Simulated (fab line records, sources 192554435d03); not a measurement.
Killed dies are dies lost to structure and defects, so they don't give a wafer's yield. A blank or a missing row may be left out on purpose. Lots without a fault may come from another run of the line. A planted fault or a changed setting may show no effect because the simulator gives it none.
One fault seen from 2 desks | flow n5_finfet | each desk has only its own numbers; what lay behind them comes last

THE TOOL OWNER'S DESK: pvd_sputter-02
The tool's own readings at N5_BEOL_M3_PRE_CLEAN_45 (time 30 s): means of the sampled wafers that have a number, for each lot that ran on this tool. A lot is out of limits, marked OUT, if its mean lies more than 4 standard deviations from the usual mean; the brackets give that distance.
Columns: A = heater_power_w at N5_BEOL_M3_PRE_CLEAN_45, usual 344 W
lot  | first seen here | A
L286 | day 7 07:23     | 370
L287 | day 7 15:49     | 366
L288 | day 7 19:53     | 359
L292 | day 9 00:49     | 372
L303 | day 12 00:07    | 346
This desk's finding: nothing out of limits on any of the 5 lots.

THE METROLOGY DESK
What the gauges read, lot by lot, whatever tool the lot ran on: means of the sampled wafers that have a number. A lot is out of limits, marked OUT, if its mean lies more than 4 standard deviations from the usual mean; the brackets give that distance.
Columns: A = PAD_OVL at N5_PASSIVATION_OVL_MEAS_63, usual 0 nm
lot  | first seen here | A
L286 | day 12 12:34    | 2
L288 | day 13 03:59    | -0
L289 | day 13 04:32    | -5
L287 | day 13 06:35    | -7
L292 | day 13 12:46    | 2
L298 | day 15 09:26    | 2
L302 | day 16 16:23    | 4
L305 | day 16 21:20    | 3
L303 | day 16 21:35    | 4
L307 | day 17 19:02    | -1
L308 | day 18 08:44    | -1
This desk's finding: nothing out of limits on any of the 11 lots.

PUT TOGETHER
The tool owner's desk saw nothing out of limits.
The metrology desk saw nothing out of limits.

WHAT THE SIMULATOR HAD PUT IN
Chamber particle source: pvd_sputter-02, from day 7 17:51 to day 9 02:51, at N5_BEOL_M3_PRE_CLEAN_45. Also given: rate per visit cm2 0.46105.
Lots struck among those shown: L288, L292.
